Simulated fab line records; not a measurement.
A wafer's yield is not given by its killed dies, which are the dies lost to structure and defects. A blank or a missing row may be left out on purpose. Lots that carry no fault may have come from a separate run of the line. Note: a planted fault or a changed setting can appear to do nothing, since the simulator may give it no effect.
Chamber matching / flow nandHarc / NHARC_A_WL_FILL_CMP_12 on cmp-01 has 4 sister chambers
The step polishes, t overpolish 30 s, target thk 100 nm. 8 wafers are shown with their chamber, then 8 later ones without.

## WAFERS WITH THEIR CHAMBER
wafer=L075.4; chamber=2; motorCurrentA (A)=10.9; timeToEndpointS (s)=18.2
wafer=L075.5; chamber=2; motorCurrentA (A)=10.6; timeToEndpointS (s)=18.4
wafer=L087.1; chamber=1; motorCurrentA (A)=13.3; timeToEndpointS (s)=17.2
wafer=L089.2; chamber=1; motorCurrentA (A)=12.9; timeToEndpointS (s)=18.9
wafer=L091.2; chamber=3; motorCurrentA (A)=12.6; timeToEndpointS (s)=16.9
wafer=L091.4; chamber=0; motorCurrentA (A)=10.1; timeToEndpointS (s)=18.7
wafer=L091.5; chamber=3; motorCurrentA (A)=12.5; timeToEndpointS (s)=15.7
wafer=L090.1; chamber=0; motorCurrentA (A)=11.1; timeToEndpointS (s)=16.7

## WAFERS WHOSE CHAMBER IS MISSING
wafer=L090.2; motorCurrentA (A)=12.2; timeToEndpointS (s)=17.2
wafer=L090.5; motorCurrentA (A)=12.6; timeToEndpointS (s)=18.9
wafer=L094.3; motorCurrentA (A)=11.1; timeToEndpointS (s)=20.7
wafer=L094.4; motorCurrentA (A)=12.4; timeToEndpointS (s)=19.2
wafer=L094.5; motorCurrentA (A)=10.5; timeToEndpointS (s)=17.0
wafer=L097.4; motorCurrentA (A)=11.1; timeToEndpointS (s)=24.0
wafer=L097.5; motorCurrentA (A)=9.9; timeToEndpointS (s)=22.8
wafer=L097.6; motorCurrentA (A)=12.6; timeToEndpointS (s)=21.7

## THE CHAMBER EACH PASSED THROUGH
wafer=L090.2; from the rows above=can't be placed: 3 or 1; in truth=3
wafer=L090.5; from the rows above=can't be placed: 1 or 3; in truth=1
wafer=L094.3; from the rows above=can't be placed: 2 or 0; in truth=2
wafer=L094.4; from the rows above=can't be placed: 1 or 3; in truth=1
wafer=L094.5; from the rows above=can't be placed: 0 or 2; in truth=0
wafer=L097.4; from the rows above=can't be placed: 2 or 0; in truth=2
wafer=L097.5; from the rows above=can't be placed: 2 or 0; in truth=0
wafer=L097.6; from the rows above=can't be placed: 1 or 3 or 2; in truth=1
Correct placement for 0 of the 8. These rows do not allow placing 8 (true chamber among the candidates in 8). 0 placed wrongly.
How it was worked out, from the rows above alone: a wafer's distance from a chamber is the root of the sum, over the readings, of the square of ((its reading less the chamber's mean) divided by the reading's scatter). If the next closest chamber is less than 2 further off than the closest, the wafer can't be placed; otherwise it belongs to the closest. Each chamber's mean is taken over the wafers shown for it. How the scatter is found: for the shown wafers, subtract from each reading the mean of its chamber, square and add these, divide the total by (wafers less chambers), then take the root.
